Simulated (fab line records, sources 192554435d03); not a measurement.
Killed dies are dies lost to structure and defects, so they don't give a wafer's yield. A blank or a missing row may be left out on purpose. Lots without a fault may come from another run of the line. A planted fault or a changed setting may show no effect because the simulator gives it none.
fab line records | flow n5_finfet | part 1 of 2: steps 1 to 4 of 6
record lots=24 wafers=72 last_day=18
route steps=1938 shown PMOS_HMC_CHANNEL_EPI@82 FIN_SAQP@138 STI_FIN_REVEAL@187 DUMMY_GATE@234
lots that met no fault: from a run of the same line without faults
start_h: hours from the record's first day to the start of the lot's first wafer shown | wait_h: hours since the lot's step before | " the same as in the row above | L1.1+2: a row that stands for several wafers | - no value, or no start given | * or withheld: withheld | < > ~ a bound
route shown NAME@n: a module of which the file shows steps, and the number in the route of the first | usual: mean/standard deviation of fault-free wafers | same: alike in all rows | chamber/n: place in a boat | sites: the reading at each site | _std_site: their standard deviation | _edge_site: outer sites' mean less inner sites' | radius_mm: how far each site lies from the wafer's centre | mask NAME#n: copy n | behind: the tool/chamber that last shaped the wafer | hold: why the lot was held/for how many hours/how that ended | device: the transistor (n, p or np) that didn't switch | end of line: the same wafers' tests at the end of the route | a step without rows: its recipe alone | killed: dies lost to structure and defects at the first sort, not the wafer's yield | map: a wafer's dies, x killed, . not, _ none there
set.NAME: the setting as run; set.NAME@STEP: as run at that earlier step | model.NAME: the simulator's own value behind a step, which no gauge read
steps of the route over a sample of lots; a table a step, a row a wafer
services: from which hour (start_h, from the record's first day; less than 0 if before it) a tool's chamber was out of use, for how many hours, and why
## steps
# step N5_PMOS_HMC_CHANNEL_EPI_THK_MEAS_22
# recipe reads=SiGe30_of_PMOS_HMC_CHANNEL_EPI_EPI_20
# usual HMC_CMP_THK=53.0/1.4
# columns lot.wafer tool chamber start_h wait_h HMC_CMP_THK[nm]
L074.1 film_metro-01 - 20.38 - 53.3
L074.3 " - " " 52.2
L074.5 " - " " 53.7
L075.3 film_metro-02 - 25.70 - 53.5
L075.4 " - " " 52.2
L075.6 " - " " 52.9
L076.1 film_metro-02 - 31.54 - 54.4
L076.3 " - " " 50.7
L076.6 " - " " 54.0
L077.1 film_metro-02 - 39.05 - 52.8
L077.3 " - " " 53.5
L077.5 " - " " 52.8
L078.2 film_metro-02 - 45.32 - 51.2
L078.4 " - " " 54.5
L078.5 " - " " 51.9
L079.3 film_metro-02 - 49.83 - 54.7
L079.4 " - " " 51.8
L079.6 " - " " 52.6
L080.1 film_metro-02 - 56.54 - 54.6
L080.2 " - " " 51.1
L080.6 " - " " 52.7
L082.2 film_metro-02 - 67.99 - 51.2
L082.4 " - " " 54.7
L082.6 " - " " 54.4
L081.2 film_metro-01 - 68.25 - 52.1
L081.4 " - " " 53.4
L081.5 " - " " 51.0
L083.2 film_metro-02 - 74.09 - 54.3
L083.4 " - " " 51.0
L083.5 " - " " 51.6
L084.1 film_metro-01 - 79.98 - 54.7
L084.3 " - " " 52.8
L084.4 " - " " 50.8
L085.3 film_metro-01 - 85.92 - 52.5
L085.5 " - " " 52.1
L085.6 " - " " 52.1
L086.1 film_metro-01 - 92.34 - 53.8
L086.2 " - " " 51.2
L086.5 " - " " 54.7
L087.2 film_metro-02 - 98.18 - 54.1
L087.4 " - " " 54.1
L087.6 " - " " 54.4
L088.2 film_metro-02 - 103.65 - 54.1
L088.3 " - " " 54.3
L088.5 " - " " 50.8
L089.2 film_metro-01 - 110.32 - 54.1
L089.4 " - " " 51.0
L089.6 " - " " 54.2
L090.1 film_metro-02 - 115.87 - 54.2
L090.5 " - " " 52.9
L090.6 " - " " 53.2
L091.2 film_metro-02 - 121.87 - 52.8
L091.4 " - " " 53.7
L091.6 " - " " 53.8
L092.2 film_metro-02 - 127.72 - 53.2
L092.5 " - " " 53.1
L092.6 " - " " 54.1
L093.3 film_metro-01 - 134.65 - 50.7
L093.4 " - " " 52.8
L093.5 " - " " 52.3
L094.4 film_metro-02 - 140.35 - 51.9
L094.5 " - " " 51.5
L094.6 " - " " 50.5
L095.1 film_metro-01 - 146.40 - 54.5
L095.5 " - " " 55.1
L095.6 " - " " 50.7
L096.1 film_metro-01 - 151.77 - 54.7
L096.2 " - " " 54.7
L096.3 " - " " 54.5
L097.1 film_metro-01 - 160.03 - 53.9
L097.4 " - " " 53.8
L097.5 " - " " 49.7
# step N5_FIN_SAQP_SPACER2_ALD_28
# recipe material=SiO2 target_thk_a=81 temp_c=300 ald_precursor_family=BDEAS ald_co_reactant=O2-plasma pulse_time_s=1 purge_time_s=2 co_reactant_purge_time_s=2 pressure_torr=2
# usual heater_power_w=460/29 precursor_pulse_height_rel=1.000/0.02
# columns lot.wafer tool chamber start_h wait_h heater_power_w precursor_pulse_height_rel
L074.1 ald_sin-04 2 25.70 0.5 466 1.030
L074.3 " 3 " " 457 1.018
L074.5 " 0 " " 496 0.986
L075.3 ald_sin-01 0 31.06 0.1 464 1.001
L075.4 " 2 " " 453 0.997
L075.6 " 2 " " 462 1.024
L076.1 ald_sin-03 0 37.92 0.4 411 0.987
L076.3 " 3 " " 458 0.981
L076.6 " 3 " " 461 0.967
L077.1 ald_sin-03 0 44.51 0.2 404 1.026
L077.3 " 2 " " 496 0.972
L077.5 " 0 " " 404 0.950
L078.2 ald_sin-03 0 50.61 0.2 403 1.029
L078.4 " 3 " " 454 0.995
L078.5 " 2 " " 502 1.003
L079.3 ald_sin-03 2 54.72 0.1 496 1.017
L079.4 " 0 " " 413 1.031
L079.6 " 0 " " 410 1.026
L080.1 ald_sin-04 3 61.58 0.1 456 1.008
L080.2 " 0 " " 498 1.014
L080.6 " 3 " " 456 1.009
L082.2 ald_sin-04 1 73.94 0.1 475 0.988
L082.4 " 0 " " 516 1.000
L082.6 " 3 " " 466 1.024
L081.2 ald_sin-01 1 75.66 0.1 476 0.970
L081.4 " 2 " " 458 1.008
L081.5 " 1 " " 468 1.031
L083.2 ald_sin-01 0 79.24 0.1 460 1.067
L083.4 " 2 " " 458 1.008
L083.5 " 3 " " 461 0.991
L084.1 ald_sin-03 1 85.03 0.1 410 1.003
L084.3 " 3 " " 462 1.006
L084.4 " 2 " " 495 1.015
L085.3 ald_sin-03 0 94.58 3.2 404 1.025
L085.5 " 2 " " 493 0.999
L085.6 " 3 " " 460 1.004
L086.1 ald_sin-03 0 106.50 0.7 410 1.038
L086.2 " 2 " " 494 0.971
L086.5 " 2 " " 494 1.004
L087.2 ald_sin-04 2 108.13 0.1 469 0.986
L087.4 " 0 " " 502 1.029
L087.6 " 0 " " 504 0.998
L088.2 ald_sin-01 0 110.55 0.1 444 0.959
L088.3 " 2 " " 453 1.039
L088.5 " 2 " " 471 0.987
L089.2 ald_sin-01 3 120.54 0.5 490 1.003
L089.4 " 2 " " 460 0.991
L089.6 " 0 " " 443 0.972
L090.1 ald_sin-01 2 123.54 0.1 468 1.010
L090.5 " 3 " " 477 1.012
L090.6 " 2 " " 452 1.012
L091.2 ald_sin-01 3 127.09 0.1 486 0.982
L091.4 " 0 " " 461 0.980
L091.6 " 2 " " 455 1.018
L092.2 ald_sin-04 3 134.71 0.1 449 0.979
L092.5 " 0 " " 498 1.000
L092.6 " 3 " " 449 0.987
L093.3 ald_sin-01 3 140.11 0.1 498 1.006
L093.4 " 0 " " 441 0.958
L093.5 " 3 " " 492 1.000
L094.4 ald_sin-04 1 146.01 0.1 481 1.022
L094.5 " 3 " " 456 0.951
L094.6 " 2 " " 473 0.996
L095.1 ald_sin-03 0 152.72 0.1 399 0.961
L095.5 " 1 " " 406 0.968
L095.6 " 2 " " 501 0.997
L096.1 ald_sin-03 2 159.79 0.1 493 1.000
L096.2 " 0 " " 407 1.038
L096.3 " 1 " " 419 0.999
L097.1 ald_sin-04 1 166.22 0.3 481 0.993
L097.4 " 0 " " 510 0.982
L097.5 " 2 " " 467 0.999
# step N5_FIN_SAQP_SPACER2_ETCHBACK_29
# recipe chemistry=CHF3/O2 mode=anisotropic_etchback target=SiO2 target_depth_a=122 time_s=6.1 pressure_mtorr=30 source_w=650 bias_w=170 Ar_flow_sccm=200 CHF3_flow_sccm=50 O2_flow_sccm=5 ion_energy_ev=200
# usual drypump_motor_current_A=5.7/0.33 oes_product_au=0.80/0.096 rf_vpp_V=522/10 showerhead_plenum_p_Torr=2.42/0.082 throttle_valve_pct=19.00/0.23
# columns lot.wafer tool chamber start_h wait_h drypump_motor_current_A oes_product_au rf_hours_counter_h rf_vpp_V showerhead_plenum_p_Torr throttle_valve_pct
L074.1 rie_diel-05 3 26.02 0.2 5.3 0.69 223 522 2.36 19.42
L074.3 " 2 " " 5.9 0.69 231 526 2.37 19.46
L074.5 " 2 " " 5.9 0.69 - 524 2.37 19.46
L075.3 rie_diel-05 1 31.41 0.2 5.8 0.98 3 519 2.49 18.60
L075.4 " 3 " " 5.3 0.69 226 522 2.36 19.42
L075.6 " 3 " " 5.3 0.69 - 524 2.36 19.42
L076.1 rie_diel-03 0 38.25 0.2 5.5 0.76 144 537 2.49 19.18
L076.3 " 2 " " 5.7 0.79 126 508 2.33 18.85
L076.6 " 2 " " 5.7 0.79 - 509 2.33 18.86
L077.1 rie_diel-01 0 44.83 0.2 6.2 0.86 71 521 2.45 18.97
L077.3 " 2 " " 6.2 0.70 221 502 2.51 19.25
L077.5 " 0 " " 6.2 0.86 - 521 2.45 18.98
L078.2 rie_diel-01 3 50.93 0.2 5.1 0.67 216 508 2.28 19.01
L078.4 " 2 " " 6.2 0.69 223 501 2.51 19.25
L078.5 " 1 " " 5.9 0.83 - 536 2.55 18.72
L079.3 rie_diel-03 2 55.04 0.2 5.8 0.78 131 508 2.33 18.86
L079.4 " 0 " " 5.5 0.75 - 535 2.49 19.18
L079.6 " 3 " " 5.6 0.91 - 513 2.47 18.75
L080.1 rie_diel-03 0 61.95 0.2 5.6 0.75 152 536 2.49 19.19
L080.2 " 3 " " 5.6 0.91 21 514 2.47 18.76
L080.6 " 0 " " 5.5 0.75 - 537 2.49 19.17
L082.2 rie_diel-03 0 74.39 0.3 5.5 0.76 155 535 2.49 19.20
L082.4 " 2 " " 5.8 0.78 136 510 2.33 18.87
L082.6 " 1 " " 5.4 0.75 - 531 2.32 19.16
L081.2 rie_diel-03 3 75.99 0.2 5.6 0.91 26 514 2.47 18.77
L081.4 " 1 " " 5.4 0.75 177 529 2.32 19.17
L081.5 " 1 " " 5.4 0.75 - 531 2.32 19.18
L083.2 rie_diel-03 0 79.66 0.3 5.6 0.74 157 536 2.49 19.19
L083.4 " 1 " " 5.4 0.74 178 529 2.32 19.17
L083.5 " 3 " " 5.6 0.91 - 513 2.47 18.76
L084.1 rie_diel-05 2 85.36 0.2 5.9 0.68 249 524 2.37 19.48
L084.3 " 0 " " 5.8 0.76 157 521 2.38 18.72
L084.4 " 1 " " 5.8 0.93 20 519 2.48 18.62
L085.3 rie_diel-01 3 94.91 0.2 5.1 0.67 231 510 2.28 19.04
L085.5 " 1 " " 5.9 0.83 - 538 2.54 18.75
L085.6 " 0 " " 6.2 0.84 - 521 2.45 19.00
L086.1 rie_diel-05 1 106.96 0.3 5.8 0.94 27 518 2.48 18.65
L086.2 " 0 " " 5.8 0.76 164 520 2.38 18.73
L086.5 " 1 " " 5.8 0.93 - 519 2.48 18.63
L087.2 rie_diel-01 0 108.56 0.3 6.2 0.83 92 521 2.44 19.00
L087.4 " 1 " " 5.9 0.84 77 538 2.54 18.76
L087.6 " 3 " " 5.1 0.67 - 510 2.27 19.04
L088.2 rie_diel-03 0 111.09 0.4 5.5 0.73 167 537 2.48 19.20
L088.3 " 2 " " 5.7 0.76 149 508 2.33 18.89
L088.5 " 1 " " 5.4 0.74 - 528 2.31 19.20
L089.2 rie_diel-05 2 120.87 0.2 5.9 0.99 7 524 2.36 19.10
L089.4 " 1 " " 5.8 0.91 - 519 2.48 18.65
L089.6 " 2 " " 5.9 0.98 - 526 2.36 19.10
L090.1 rie_diel-01 1 123.87 0.2 5.9 0.82 81 537 2.54 18.76
L090.5 " 1 " " 6.0 0.82 - 536 2.54 18.77
L090.6 " 0 " " 6.2 0.83 - 520 2.44 19.05
L091.2 rie_diel-01 3 127.41 0.2 5.1 0.66 241 509 2.27 19.03
L091.4 " 1 " " 5.9 0.82 82 535 2.54 18.77
L091.6 " 0 " " 6.2 0.83 - 521 2.44 19.02
L092.2 rie_diel-01 1 135.03 0.2 6.0 0.82 85 536 2.54 18.77
L092.5 " 1 " " 5.9 0.81 - 536 2.54 18.75
L092.6 " 3 " " 5.1 0.66 - 508 2.27 19.05
L093.3 rie_diel-05 1 140.43 0.2 5.8 0.89 40 519 2.47 18.64
L093.4 " 0 " " 5.8 0.75 178 521 2.37 18.75
L093.5 " 3 " " 5.3 0.98 - 522 2.35 19.02
L094.4 rie_diel-03 1 146.59 0.4 5.4 0.73 - 529 2.31 19.20
L094.5 " 0 " " 5.5 0.73 - 536 2.48 19.23
L094.6 " 3 " " 5.6 0.88 - 513 2.46 18.80
L095.1 rie_diel-01 0 153.44 0.6 6.2 0.81 110 520 2.44 19.04
L095.5 " 0 " " 6.2 0.81 - 520 2.44 19.04
L095.6 " 2 " " 6.2 1.05 - 532 2.50 18.98
L096.1 rie_diel-03 3 160.30 0.4 5.6 0.86 57 514 2.46 18.82
L096.2 " 0 " " 5.6 0.72 187 535 2.48 19.26
L096.3 " 1 " " 5.4 0.72 208 529 2.31 19.24
L097.1 rie_diel-01 1 166.57 0.2 5.9 0.79 104 536 2.53 18.80
L097.4 " 0 " " 6.2 0.80 - 520 2.43 19.06
L097.5 " 1 " " 5.9 0.79 - 536 2.53 18.81
# step N5_FIN_SAQP_STRIP_77
# recipe chemistry=N2/H2 time_s=90 power_w=100 temp_c=40 pressure_mtorr=100 rf_frequency_hz=6e+07 bias_power_w=3 n2_flow_sccm=300 h2_flow_sccm=300
# usual drypump_motor_current_A=5.7/0.3 oes_product_au=0.79/0.095 rf_vpp_V=45.3/0.87 showerhead_plenum_p_Torr=3.36/0.11 throttle_valve_pct=12.2/0.34
# columns lot.wafer tool chamber start_h wait_h drypump_motor_current_A oes_product_au rf_hours_counter_h rf_vpp_V showerhead_plenum_p_Torr throttle_valve_pct
L074.1 rie_diel-03 3 26.47 0.0 5.7 0.94 8 46.8 3.45 11.8
L074.3 " 1 " " 5.4 0.76 163 45.2 3.19 12.3
L074.5 " 3 " " 5.6 0.94 - 45.1 3.45 11.8
L075.3 rie_diel-03 3 31.75 0.0 5.6 0.92 11 46.2 3.45 11.8
L075.4 " 0 " " 5.6 0.76 142 45.8 3.50 12.5
L075.6 " 2 " " 5.8 0.78 - 46.7 3.27 12.2
L076.1 rie_diel-03 2 38.59 0.0 5.7 0.78 126 47.7 3.27 12.2
L076.3 " 0 " " 5.6 0.75 144 45.7 3.50 12.5
L076.6 " 2 " " 5.7 0.79 - 44.1 3.27 12.2
L077.1 rie_diel-05 3 45.31 0.0 5.3 0.68 230 45.1 3.32 12.8
L077.3 " 0 " " 5.8 0.78 144 45.5 3.37 12.2
L077.5 " 0 " " 5.8 0.77 - 43.1 3.37 12.2
L078.2 rie_diel-03 0 51.28 0.0 5.6 0.75 147 44.1 3.50 12.5
L078.4 " 2 " " 5.7 0.79 130 46.1 3.26 12.2
L078.5 " 0 " " 5.6 0.75 - 45.6 3.50 12.5
L079.3 rie_diel-05 1 55.39 0.0 5.9 0.97 10 45.3 3.43 11.6
L079.4 " 0 " " 5.8 0.78 146 45.2 3.37 12.2
L079.6 " 3 " " 5.3 0.68 - 42.8 3.32 12.8
L080.1 rie_diel-05 3 62.28 0.0 5.3 0.67 235 45.2 3.31 12.8
L080.2 " 1 " " 5.9 0.97 12 45.8 3.43 11.6
L080.6 " 1 " " 5.9 0.97 - 43.6 3.43 11.6
L082.2 rie_diel-01 1 74.80 0.0 5.9 0.84 67 46.3 3.55 11.9
L082.4 " 3 " " 5.1 0.66 225 44.8 3.20 12.4
L082.6 " 0 " " 6.2 0.83 - 45.6 3.39 12.1
L081.2 rie_diel-05 2 76.48 0.0 5.9 0.67 246 47.0 3.35 13.0
L081.4 " 1 " " 5.8 0.95 17 45.1 3.43 11.6
L081.5 " 1 " " 5.9 0.95 - 44.6 3.43 11.6
L083.2 rie_diel-03 3 80.01 0.0 5.6 0.89 27 45.7 3.44 11.9
L083.4 " 1 " " 5.4 0.74 178 43.9 3.19 12.3
L083.5 " 2 " " 5.8 0.77 - 45.9 3.26 12.3
L084.1 rie_diel-01 0 85.73 0.0 6.2 0.82 85 46.1 3.39 12.1
L084.3 " 3 " " 5.2 0.66 229 44.6 3.19 12.4
L084.4 " 2 " " 6.2 0.70 235 45.2 3.45 12.5
L085.3 rie_diel-05 0 95.25 0.0 5.8 0.77 160 44.6 3.36 12.2
L085.5 " 3 " " 5.3 0.67 - 44.8 3.31 12.8
L085.6 " 0 " " 5.8 0.77 - 44.9 3.36 12.2
L086.1 rie_diel-01 0 107.43 0.0 6.2 0.81 91 45.1 3.39 12.1
L086.2 " 2 " " 6.2 0.69 241 45.9 3.44 12.5
L086.5 " 1 " " 5.9 0.84 - 46.2 3.54 11.9
L087.2 rie_diel-05 1 108.91 0.0 5.9 0.92 28 45.9 3.42 11.7
L087.4 " 2 " " 5.9 1.01 1 44.9 3.35 12.4
L087.6 " 3 " " 5.3 0.67 - 45.5 3.31 12.8
L088.2 rie_diel-05 2 111.42 0.0 5.9 0.99 3 45.5 3.35 12.4
L088.3 " 0 " " 5.8 0.76 166 45.3 3.36 12.2
L088.5 " 2 " " 5.9 0.99 - 44.7 3.35 12.4
L089.2 rie_diel-03 2 121.21 0.0 5.7 0.76 151 43.6 3.25 12.3
L089.4 " 0 " " 5.6 0.72 170 46.3 3.48 12.6
L089.6 " 1 " " 5.4 0.72 - 44.7 3.18 12.3
L090.1 rie_diel-05 1 124.37 0.0 5.9 0.92 34 45.8 3.42 11.7
L090.5 " 1 " " 5.8 0.91 - 45.2 3.42 11.7
L090.6 " 2 " " 5.9 0.97 - 45.7 3.34 12.4
L091.2 rie_diel-01 3 127.75 0.0 5.1 0.66 241 44.8 3.19 12.5
L091.4 " 1 " " 5.9 0.82 82 46.0 3.54 12.0
L091.6 " 1 " " 5.9 0.83 - 45.2 3.54 12.0
L092.2 rie_diel-01 0 135.38 0.0 6.2 0.81 100 45.3 3.38 12.2
L092.5 " 3 " " 5.2 0.65 - 45.4 3.19 12.5
L092.6 " 0 " " 6.2 0.80 - 44.8 3.38 12.2
L093.3 rie_diel-01 3 140.96 0.0 5.1 0.65 247 44.5 3.18 12.5
L093.4 " 0 " " 6.2 0.81 - 43.9 3.38 12.2
L093.5 " 3 " " 5.1 0.65 - 44.6 3.18 12.5
L094.4 rie_diel-01 1 146.95 0.0 5.9 0.81 - 44.9 3.53 12.0
L094.5 " 0 " " 6.2 0.80 - 46.3 3.38 12.2
L094.6 " 3 " " 5.1 0.65 - 44.7 3.18 12.5
L095.1 rie_diel-03 0 153.94 0.0 5.5 0.71 183 44.3 3.48 12.6
L095.5 " 1 " " 5.4 0.72 - 44.7 3.17 12.4
L095.6 " 0 " " 5.5 0.71 - 44.8 3.48 12.6
L096.1 rie_diel-03 0 160.74 0.0 5.6 0.71 188 46.5 3.47 12.6
L096.2 " 1 " " 5.4 0.72 208 45.6 3.17 12.4
L096.3 " 2 " " 5.7 0.75 160 43.8 3.25 12.3
L097.1 rie_diel-03 0 166.92 0.0 5.5 0.71 191 46.2 3.47 12.6
L097.4 " 3 " " 5.6 0.84 59 44.4 3.42 12.0
L097.5 " 0 " " 5.5 0.71 - 45.6 3.47 12.6
